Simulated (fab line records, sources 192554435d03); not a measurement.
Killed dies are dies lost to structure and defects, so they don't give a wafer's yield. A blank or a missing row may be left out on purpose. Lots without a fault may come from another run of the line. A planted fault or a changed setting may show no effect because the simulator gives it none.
Split-lot experiment | flow n5_finfet | 7 lots, 21 wafers read, on a route of 1938 steps

THE SPLIT
At N5_BEOL_M15_EXPOSE_25 (exposes mask M15, target cd 400 nm), the setting dose_mj was moved away from the recipe's 35.5 on 3 of the 21 wafers read, by -5.0% to +3.3%. The other wafers ran this setting at the recipe's value.

FROM THE SPLIT TO THE READING: what the file shows between them, 3 steps
- N5_BEOL_M15_PEB_26: peb time 90 s
- N5_BEOL_M15_DEVELOP_27: develop time 45 s
- N5_BEOL_M15_HARDBAKE_32: time 120 s

THE READING
cd_nm, in nm, at N5_BEOL_M15_CD_MEAS_28 (target cd 407.6 nm). Fault-free wafers of this fab line usually give 407.2 nm, standard deviation 1.8 nm.

wafer  | tool, chamber at the split | dose_mj as run | against the recipe | cd_nm, nm | against lot-mates on the recipe
L074.4 | krf_scanner-02, 0          | 36.66          | +3.3%              | 415.4     | +5.1
L074.5 | krf_scanner-02, 0          | 35.5           | recipe             | 410.2     | -
L074.6 | krf_scanner-02, 0          | 35.5           | recipe             | 410.3     | -
L075.2 | krf_scanner-02, 0          | 35.5           | recipe             | 407.0     | -
L075.3 | krf_scanner-02, 0          | 35.5           | recipe             | 407.2     | -
L075.6 | krf_scanner-02, 0          | 35.5           | recipe             | 408.2     | -
L076.3 | krf_scanner-01, 0          | 35.5           | recipe             | 407.2     | -
L076.5 | krf_scanner-01, 0          | 35.5           | recipe             | 408.2     | -
L076.6 | krf_scanner-01, 0          | 35.5           | recipe             | 407.9     | -
L080.1 | krf_scanner-02, 0          | 33.72          | -5.0%              | 401.1     | -6.9
L080.5 | krf_scanner-02, 0          | 35.5           | recipe             | 408.4     | -
L080.6 | krf_scanner-02, 0          | 35.5           | recipe             | 407.6     | -
L086.1 | krf_scanner-01, 0          | 35.5           | recipe             | 408.5     | -
L086.2 | krf_scanner-01, 0          | 35.5           | recipe             | 408.6     | -
L086.5 | krf_scanner-01, 0          | 35.5           | recipe             | 407.8     | -
L085.3 | krf_scanner-02, 0          | 35.5           | recipe             | 406.9     | -
L085.4 | krf_scanner-02, 0          | 35.5           | recipe             | 408.0     | -
L085.5 | krf_scanner-02, 0          | 34.25          | -3.5%              | 401.6     | -5.8
L097.3 | krf_scanner-01, 0          | 35.5           | recipe             | 405.5     | -
L097.5 | krf_scanner-01, 0          | 35.5           | recipe             | 405.3     | -
L097.6 | krf_scanner-01, 0          | 35.5           | recipe             | 407.8     | -

THE FIT
A straight line over all 21 wafers: cd_nm changes by +1.68 nm for each +1% of dose_mj; r = +0.89; the points scatter about the line by 1.3 nm.
The same after taking each lot's own level away (the mean of its wafers on the recipe; 21 wafers): +1.5 nm for each +1%; r = +0.97; scatter 0.62 nm.
On that fit, the largest move of dose_mj shifts the reading by 7.5 nm.
The lots' own levels span 406.20 to 410.25 nm, that is 2.3 times the standard deviation above.
So the lot-to-lot level changes the slope: the two fits differ.
Check: with one of the wafers moved furthest among these (-5.0%) left out of the fit, the line predicts -8.15 nm for it against its lot-mates. It came out at -6.9 nm against them.

OTHER SPLITS ON THESE WAFERS
These wafers also went through other splits before the reading. Each is held against what the fit with the lots' levels taken away leaves over:
other split on the same wafers   | wafers away from the commonest value | r with cd_nm (lot level and that fit taken away)
N5_BEOL_M12_EXPOSE_07 dose_mj    | 6                                    | -0.09
N5_BEOL_M12_ETCH_59 h2_flow_sccm | 9                                    | -0.20
N5_BEOL_M13_COAT_65 spin_rpm     | 9                                    | +0.21
N5_BEOL_M13_EXPOSE_25 dose_mj    | 6                                    | -0.15
N5_BEOL_M14_COAT_65 spin_rpm     | 4                                    | +0.52

THE WHOLE CHAIN: every reading that the file lists as answering this split, in the file's order
step                   | what it does                                                            | reading                                                         | change (the file's fit)              | r (the file's)
N5_BEOL_M15_CD_MEAS_28 | target cd 407.6 nm                                                      | cd_nm                                                           | +1.49 nm for each +1% of the setting | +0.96
N5_BEOL_M15_DESCUM_33  | chemistry O2, time 7.9 s                                                | BEOL_M15.cd_nm (the simulator's own value, which no gauge read) | +1.53 nm for each +1% of the setting | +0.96
N5_BEOL_M15_ETCH_61    | etches BARC in N2/H2, target depth 89 nm, overetch 26.7 nm, time 67.9 s | BEOL_M15.cd_nm (the simulator's own value, which no gauge read) | +1.83 nm for each +1% of the setting | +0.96

THE FILE'S OWN FIT
cd_nm changes by +1.49 nm for each +1% of dose_mj, r = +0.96.
